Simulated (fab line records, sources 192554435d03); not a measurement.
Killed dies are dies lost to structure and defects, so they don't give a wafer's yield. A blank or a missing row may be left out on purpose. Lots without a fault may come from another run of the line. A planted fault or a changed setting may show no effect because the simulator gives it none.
Chamber matching | flow n5_finfet | N5_BEOL_M11_DESCUM_33 on rie_diel-06: 4 sister chambers
The step chemistry O2, time 7.9 s. 8 wafers are shown with their chamber, then 7 later ones without.

WAFERS WITH THEIR CHAMBER
wafer  | chamber | showerhead_plenum_p_Torr (Torr) | throttle_valve_pct (%)
L074.3 | 0       | 2.04                            | 20.26
L077.3 | 2       | 2.18                            | 20.41
L077.6 | 2       | 2.18                            | 20.41
L079.3 | 1       | 2.19                            | 20.64
L079.4 | 3       | 2.03                            | 20.25
L079.5 | 1       | 2.19                            | 20.63
L085.4 | 3       | 2.02                            | 20.30
L085.5 | 0       | 2.03                            | 20.30

WAFERS WITHOUT THEIR CHAMBER
wafer  | showerhead_plenum_p_Torr (Torr) | throttle_valve_pct (%)
L085.6 | 2.18                            | 20.65
L086.1 | 2.02                            | 20.29
L086.3 | 2.03                            | 20.30
L086.4 | 2.18                            | 20.66
L089.3 | 2.02                            | 20.30
L089.5 | 2.03                            | 20.32
L089.6 | 2.02                            | 20.30

WHICH CHAMBER EACH WENT THROUGH
wafer  | from the rows above     | in truth
L085.6 | 1                       | 1
L086.1 | can't be placed: 3 or 0 | 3
L086.3 | can't be placed: 0 or 3 | 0
L086.4 | 1                       | 1
L089.3 | can't be placed: 3 or 0 | 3
L089.5 | can't be placed: 0 or 3 | 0
L089.6 | can't be placed: 3 or 0 | 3
Placed correctly: 2 of 7. Can't be placed from these rows: 5 (the true chamber is among the candidates in 5). Placed wrongly: 0.
How it was worked out, from the rows above alone: a wafer's distance from a chamber is the root of the sum, over the readings, of the square of ((its reading less the chamber's mean) divided by the reading's scatter). The wafer belongs to the nearest chamber; if the next one is less than 2 further off, it can't be placed. A chamber's mean is the mean of its shown wafers. The scatter: the root of (the sum of the squares of (reading less its chamber's mean) over the shown wafers, divided by (wafers less chambers)).
